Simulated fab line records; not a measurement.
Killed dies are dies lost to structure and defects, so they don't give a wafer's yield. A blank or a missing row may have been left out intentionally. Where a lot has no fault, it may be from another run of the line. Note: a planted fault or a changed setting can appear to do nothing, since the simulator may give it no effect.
Chamber matching    flow nandHarc    3 sister chambers for NHARC_A_STAIRCASE_DEP_151 on pecvd-02
The step deposits SiO2, target thk 7200 nm. 22 wafers are shown with their chamber, then 11 later ones without.

## WAFERS PAIRED WITH THEIR CHAMBERS
wafer   chamber  heaterPowerW (W)
L077.1  1        717
L077.3  2        751
L077.4  0        455
L079.2  1        708
L079.5  2        641
L079.6  1        573
L080.1  1        737
L080.2  0        519
L080.3  2        792
L088.1  2        769
L088.3  0        554
L088.5  0        453
L089.2  0        527
L089.4  0        455
L089.6  1        587
L091.1  2        803
L091.3  1        640
L091.4  1        570
L091.2  0        527
L091.5  0        444
L091.6  2        643
L092.1  1        720

SIGNATURES, as means of the wafers listed above
reading       chamber 0  chamber 1  chamber 2  scatter within a chamber
heaterPowerW  491.75     656.50     733.17     63.5
Rule: for a wafer and a chamber, the distance is found by dividing, reading by reading, the gap between the wafer's reading and the chamber's mean by the reading's scatter, squaring, summing and taking the root. The wafer belongs to the nearest chamber; if the next one is less than 2 further off, it can't be placed. The scatter: the root of (the sum of the squares of (reading less its chamber's mean) over the shown wafers, divided by (wafers less chambers)).

## WAFERS WITH NO CHAMBER GIVEN
wafer   heaterPowerW (W)
L092.3  512
L092.5  573
L093.3  546
L093.4  655
L093.5  579
L094.3  679
L094.5  584
L094.6  636
L096.2  714
L096.5  566
L096.6  446

## WHICH CHAMBER EACH WENT THROUGH
wafer   from the rows above           in truth
L092.3  can't be placed: 0 or 1       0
L092.5  can't be placed: 0 or 1 or 2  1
L093.3  can't be placed: 0 or 1       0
L093.4  can't be placed: 1 or 2       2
L093.5  can't be placed: 1 or 0 or 2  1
L094.3  can't be placed: 1 or 2       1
L094.5  can't be placed: 1 or 0 or 2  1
L094.6  can't be placed: 1 or 2 or 0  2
L096.2  can't be placed: 2 or 1       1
L096.5  can't be placed: 0 or 1 or 2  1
L096.6  0                             0
1 of 11 placed correctly. Not placeable from these rows: 10 (in 10, the candidates include the true chamber). Wrongly placed: 0.
